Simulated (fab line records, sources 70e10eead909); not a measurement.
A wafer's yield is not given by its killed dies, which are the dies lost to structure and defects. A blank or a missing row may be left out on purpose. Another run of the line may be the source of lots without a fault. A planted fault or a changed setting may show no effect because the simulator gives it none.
The tool behind it: which one? -- flow nand harc -- 14 lots, 42 wafers sampled, at 5 steps of a route of 1302

## WHAT THE GAUGES SHOWED, per wafer
NHARC_END_SORT_01. Usual: killed at array 41, standard deviation 10; killed at other 0.8, standard deviation 0.91; killed at periphery 4.2, standard deviation 2.9; killed dies 46, standard deviation 10; killed open 3.5, standard deviation 2.1; killed short 2.5, standard deviation 1.6.
lot,measured,on,killed at array,killed at other,killed at periphery,killed dies,killed open,killed short,flag
L332,day 34 12:41,prober-01,37 38 40,0 2 1,640 637 636,677 677 677,2 2 2,1 3 2,OFF
L334,day 34 00:18,prober-02,41 41 33,0 0 1,636 636 643,677 677 677,2 2 8,0 2 1,OFF

## WHICH TOOL RAN EACH LOT (tool, then ch and the chambers of the sampled wafers, then the start)
lot,NHARC_P_GATE_DEVELOP_45,NHARC_A_BONDPAD_PRE_CLEAN_26,NHARC_A_BONDPAD_PVD_17,NHARC_HYBRID_BOND_ACTIVATE_00
L311,"litho track-03 ch 0, day 5 23:00","pvd sputter-02, day 24 00:14 or earlier","pvd sputter-02, day 24 00:14 or earlier","rie diel-10 ch 2,3, day 24 00:14"
L312,"litho track-03 ch 0, day 6 03:00","pvd sputter-01, day 23 19:41 or earlier","pvd sputter-01, day 23 19:41 or earlier","rie diel-11 ch 1,2, day 23 19:41"
L313,"litho track-03 ch 0, day 6 04:00","pvd sputter-02, day 23 21:37 or earlier","pvd sputter-02, day 23 21:37 or earlier","rie diel-10 ch 0,2,3, day 23 21:37"
L314,"litho track-03 ch 0, day 6 18:00","pvd sputter-02, day 24 02:41 or earlier","pvd sputter-02, day 24 02:41 or earlier","rie diel-10 ch 2,3, day 24 02:41"
L317,"litho track-05 ch 0, day 7 21:00","pvd sputter-01, day 24 17:35 or earlier","pvd sputter-01, day 24 17:35 or earlier","rie diel-10 ch 0,1,3, day 24 17:35"
L318,"litho track-03 ch 0, day 8 19:00","pvd sputter-01, day 27 03:29 or earlier","pvd sputter-01, day 27 03:29 or earlier","rie diel-08 ch 0,2,3, day 27 03:29"
L319,"litho track-03 ch 0, day 9 03:00","pvd sputter-01, day 26 23:05 or earlier","pvd sputter-01, day 26 23:05 or earlier","rie diel-10 ch 2,3, day 26 23:05"
L321,"litho track-02 ch 0, day 9 08:00","pvd sputter-03, day 26 14:37 or earlier","pvd sputter-03, day 26 14:37 or earlier","rie diel-10 ch 1,2,3, day 26 14:37"
L320,"litho track-05 ch 0, day 9 08:00","pvd sputter-03, day 27 04:04 or earlier","pvd sputter-03, day 27 04:04 or earlier","rie diel-10 ch 0,2,3, day 27 04:04"
L322,"litho track-02 ch 0, day 10 00:00","pvd sputter-03, day 27 18:26 or earlier","pvd sputter-03, day 27 18:26 or earlier","rie diel-10 ch 0,1,2, day 27 18:26"
L323,"litho track-05 ch 0, day 10 09:00","pvd sputter-01, day 27 23:31 or earlier","pvd sputter-01, day 27 23:31 or earlier","rie diel-10 ch 0,1,2, day 27 23:31"
L325,"litho track-05 ch 0, day 11 12:00","pvd sputter-03, day 28 16:17 or earlier","pvd sputter-03, day 28 16:17 or earlier","rie diel-10 ch 0,1,3, day 28 16:17"
L332,"litho track-05 ch 0, day 14 09:00",-,-,-
L334,"litho track-05 ch 0, day 14 23:00",-,-,-
- NHARC_P_GATE_DEVELOP_45: time 70 s.
- NHARC_A_BONDPAD_PRE_CLEAN_26: time 30 s.
- NHARC_A_BONDPAD_PVD_17: deposits TaN, target thk 5 nm, time 8.06 s.
- NHARC_HYBRID_BOND_ACTIVATE_00: chemistry N2, time 60 s.

## WHAT THE TOOLS THEMSELVES READ (means of the sampled wafers that have a number; where no wafer has one, the mark that the record gives instead)
NHARC_A_BONDPAD_PRE_CLEAN_26. Usual: heater power w at 416 W, with a standard deviation of 42.
lot,tool,heater power w (W),flag
L311,pvd sputter-02,414,
L312,pvd sputter-01,383,
L313,pvd sputter-02,421,
L314,pvd sputter-02,440,
L317,pvd sputter-01,383,
L318,pvd sputter-01,399,
L319,pvd sputter-01,378,
L321,pvd sputter-03,443,
L320,pvd sputter-03,447,
L322,pvd sputter-03,416,
L323,pvd sputter-01,420,
L325,pvd sputter-03,427,

NHARC_A_BONDPAD_PVD_17. Usual: cathode dc power W 15000 W, standard deviation 2.8; throttle valve pct 29.3 %, standard deviation 1.1.
lot,tool,cathode dc power W (W),throttle valve pct (%),flag
L311,pvd sputter-02,14999,29.8,
L312,pvd sputter-01,14999,29.8,
L313,pvd sputter-02,15001,29.4,
L314,pvd sputter-02,14999,29.4,
L317,pvd sputter-01,15001,30.1,
L318,pvd sputter-01,14997,29.2,
L319,pvd sputter-01,15000,30.6,
L321,pvd sputter-03,14999,28.4,
L320,pvd sputter-03,15000,28.6,
L322,pvd sputter-03,15000,28.4,
L323,pvd sputter-01,15001,30.7,
L325,pvd sputter-03,15000,28.5,

NHARC_HYBRID_BOND_ACTIVATE_00. Usual: drypump motor current A 5.7 A, standard deviation 0.34; oes product au 0.999 a.u., standard deviation 0.012; rf vpp V 64.2 V, standard deviation 1; showerhead plenum p Torr 1.77 Torr, standard deviation 0.043.
lot,tool,drypump motor current A (A),oes product au (a.u.),rf vpp V (V),showerhead plenum p Torr (Torr),flag
L311,rie diel-10,6.0,0.991,63.8,1.81,
L312,rie diel-11,5.2,0.999,63.4,1.76,
L313,rie diel-10,5.8,0.998,63.6,1.77,
L314,rie diel-10,5.8,1.002,64.9,1.79,
L317,rie diel-10,5.8,0.990,64.0,1.78,
L318,rie diel-08,5.6,1.009,63.9,1.73,
L319,rie diel-10,5.8,0.996,63.6,1.79,
L321,rie diel-10,5.8,1.004,65.4,1.80,
L320,rie diel-10,5.8,1.007,64.4,1.77,
L322,rie diel-10,5.6,0.996,63.4,1.76,
L323,rie diel-10,5.6,0.997,64.6,1.76,
L325,rie diel-10,5.8,0.990,63.4,1.77,

## THE ANSWER, worked out from the rows above alone
Rule: a lot is off if the mean of its wafers that have a number lies more than 3 standard deviations from the usual mean. A lot without any number at a reading at which 4 lots or more have one is off too. All remaining lots with rows at the step are treated as sound. The gauges are gone through in route order, then the tools' own readings, and for those a lot's mean is taken as printed above. At the first step where some lot is off, the reading lying furthest off is the one used; lots without a number count as furthest.
Off: L332, L334, at NHARC_END_SORT_01 (killed at periphery). Neither off nor sound, because the step has no rows for them: L311, L312, L313, L314, L317, L318, L319, L321, L320, L322, L323, L325.
A tool fits if, at a process step before that reading, it ran every lot that is off, and no sound lot after the first of them. Those tools and the gauges at NHARC_END_SORT_01 are tried in the same way. One candidate fits, namely litho track-05 at NHARC_P_GATE_DEVELOP_45. It ran no sound lot before its first lot that is off in this sample, so the start can't be narrowed down.

## WHAT HAD BEEN PUT IN BY THE SIMULATOR
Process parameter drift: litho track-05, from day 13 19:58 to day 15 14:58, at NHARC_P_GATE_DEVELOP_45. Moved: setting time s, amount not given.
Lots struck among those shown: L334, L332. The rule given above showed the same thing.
